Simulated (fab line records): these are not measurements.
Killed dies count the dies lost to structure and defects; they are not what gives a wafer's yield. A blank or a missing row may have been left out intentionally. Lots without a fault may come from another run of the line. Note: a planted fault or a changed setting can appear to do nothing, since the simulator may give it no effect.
Commonality check across tools    flow nand_harc    14 lots and 42 wafers in the sample

== WHAT PROMPTED THE OPENING ==
Flagged at NHARC_A_M0_CD_MEAS_09: reading cd_nm, on 2 of 14 lots. Fault-free wafers read 79.8 nm, with a standard deviation of 0.57.
Rule: a lot is flagged when every wafer of it that has a number lies more than 4 standard deviations from that mean, or none has a number. As for the other lots, they are considered sound.

lot   measured      on         cd_nm (nm), wafer by wafer  flag
L435  day 18 00:18  cd_sem-02  80.5 80.5 79.4              
L436  day 18 00:53  cd_sem-01  80.7 80.5 80.0              
L437  day 18 12:24  cd_sem-02  79.5 79.1 79.3              
L439  day 18 12:34  cd_sem-01  79.2 79.7 79.6              
L438  day 18 21:50  cd_sem-02  80.1 79.9 79.4              
L441  day 19 02:20  cd_sem-02  79.3 80.5 80.0              
L442  day 19 03:41  cd_sem-03  80.4 80.0 80.4              
L440  day 19 07:03  cd_sem-03  80.1 80.4 80.3              
L448  day 20 19:14  cd_sem-01  79.8 79.7 79.2              
L449  day 20 20:02  cd_sem-03  88.5 88.8 88.5              FLAGGED
L450  day 21 13:46  cd_sem-03  89.5 89.3 89.0              FLAGGED
L452  day 22 03:32  cd_sem-01  79.3 79.3 78.8              
L455  day 22 17:05  cd_sem-03  80.1 79.4 79.8              
L456  day 22 21:45  cd_sem-02  81.3 80.3 80.9              
The numbers of the flagged lots are 88.9 nm on average: +9.1 nm against the usual, or +16 standard deviations.

== TOOL THAT RAN EACH LOT ==
3 process steps preceding the reading are held in the record, out of 1159 steps in the route. Read each cell as the tool, then ch plus the chambers that the sampled wafers visited, then the start.
lot   flag     NHARC_A_BLC_DESCUM_15               NHARC_A_BLC_PVD_32                       NHARC_A_M0_PEB_07
L435           rie_diel-11 ch 0,1, day 17 10:53    pvd_sputter-03, day 18 00:13 or earlier  litho_track-04 ch 0, day 18 00:13
L436           rie_diel-11 ch 0,1,3, day 17 12:36  pvd_sputter-03, day 18 00:48 or earlier  litho_track-01 ch 0, day 18 00:48
L437           rie_diel-11 ch 0,2, day 18 04:14    pvd_sputter-01, day 18 12:19 or earlier  litho_track-06 ch 0, day 18 12:19
L439           rie_diel-11 ch 0,2,3, day 18 06:05  pvd_sputter-03, day 18 12:29 or earlier  litho_track-01 ch 0, day 18 12:29
L438           rie_diel-11 ch 0,1,2, day 18 17:11  pvd_sputter-01, day 18 21:46 or earlier  litho_track-01 ch 0, day 18 21:46
L441           rie_diel-11 ch 0,1,3, day 18 22:25  pvd_sputter-02, day 19 02:14 or earlier  litho_track-06 ch 0, day 19 02:14
L442           rie_diel-11 ch 0,1, day 18 23:46    pvd_sputter-01, day 19 03:37 or earlier  litho_track-04 ch 0, day 19 03:37
L440           rie_diel-11 ch 0,2,3, day 19 03:03  pvd_sputter-02, day 19 06:58 or earlier  litho_track-06 ch 0, day 19 06:58
L448           rie_diel-07 ch 0,1,2, day 20 13:48  pvd_sputter-03, day 20 19:09 or earlier  litho_track-04 ch 0, day 20 19:09
L449  FLAGGED  rie_diel-11 ch 1,2, day 20 14:31    pvd_sputter-02, day 20 19:58 or earlier  litho_track-01 ch 0, day 20 19:58
L450  FLAGGED  rie_diel-11 ch 0,2,3, day 20 20:32  pvd_sputter-03, day 21 13:41 or earlier  litho_track-01 ch 0, day 21 13:41
L452           rie_diel-07 ch 0,2,3, day 21 23:47  pvd_sputter-03, day 22 03:28 or earlier  litho_track-06 ch 0, day 22 03:28
L455           rie_diel-11 ch 0,1,2, day 22 07:49  pvd_sputter-02, day 22 17:01 or earlier  litho_track-04 ch 0, day 22 17:01
L456           rie_diel-11 ch 0,2, day 22 17:32    pvd_sputter-02, day 22 21:40 or earlier  litho_track-06 ch 0, day 22 21:40
What is done by these steps:
- NHARC_A_BLC_DESCUM_15: chemistry O2, time 3 s.
- NHARC_A_BLC_PVD_32: deposits Ti, target thk 5 nm, time 17.7 s.
- NHARC_A_M0_PEB_07: peb time 65 s.
- NHARC_A_M0_CD_MEAS_09: target cd 80 nm.

== FLAGGED AGAINST TOTAL, ONE TOOL AT A TIME (gauges that did the reading follow at the end) ==
step                   tool            lots run  flagged  share of the flagged lots  sound lots run after its first flagged lot
NHARC_A_BLC_DESCUM_15  rie_diel-07     2         0        none                       -
NHARC_A_BLC_DESCUM_15  rie_diel-11     12        2        all                        2 (L455,L456)
NHARC_A_BLC_PVD_32     pvd_sputter-01  3         0        none                       -
NHARC_A_BLC_PVD_32     pvd_sputter-02  5         1        some                       2 (L455,L456)
NHARC_A_BLC_PVD_32     pvd_sputter-03  6         1        some                       1 (L452)
NHARC_A_M0_PEB_07      litho_track-01  5         2        all                        0
NHARC_A_M0_PEB_07      litho_track-04  4         0        none                       -
NHARC_A_M0_PEB_07      litho_track-06  5         0        none                       -
NHARC_A_M0_CD_MEAS_09  cd_sem-01       4         0        none                       -
NHARC_A_M0_CD_MEAS_09  cd_sem-02       5         0        none                       -
NHARC_A_M0_CD_MEAS_09  cd_sem-03       5         2        all                        1 (L455)
NHARC_A_BLC_PVD_32 gives no start for some lots, so the hours and the order of its lots are those of NHARC_A_M0_PEB_07.

== WHAT IS ALLOWED BY THE TABLE ==
In the table, 3 rows ran each flagged lot (rie_diel-11 at NHARC_A_BLC_DESCUM_15; litho_track-01 at NHARC_A_M0_PEB_07; cd_sem-03 at NHARC_A_M0_CD_MEAS_09).
- rie_diel-11 at NHARC_A_BLC_DESCUM_15: 2 of its 12 lots flagged. Sound lots ran on it after the first flagged one (L455, L456), which a lasting fault on the whole tool wouldn't allow.
- litho_track-01 at NHARC_A_M0_PEB_07: 2 of its 5 lots flagged. A fault beginning between L438 (day 18 21:46), its last sound lot, and L449 (day 20 19:58), its first flagged one, fits the data. Its own readings lie more than 4 standard deviations out on every wafer of the flagged lots: heater_power_total_W, plate_temp_C.
- cd_sem-03 at NHARC_A_M0_CD_MEAS_09: 2 of its 5 lots flagged. Sound lots ran on it after the first flagged one (L455), which a lasting fault on the whole tool wouldn't allow.
What remains is a single tool, litho_track-01 at NHARC_A_M0_PEB_07.

== WHAT HAD BEEN PUT IN BY THE SIMULATOR ==
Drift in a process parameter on litho_track-01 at NHARC_A_M0_PEB_07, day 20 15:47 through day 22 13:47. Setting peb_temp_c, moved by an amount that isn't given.
Struck lots among those shown: L449, L450. This agrees with what the rule above found.
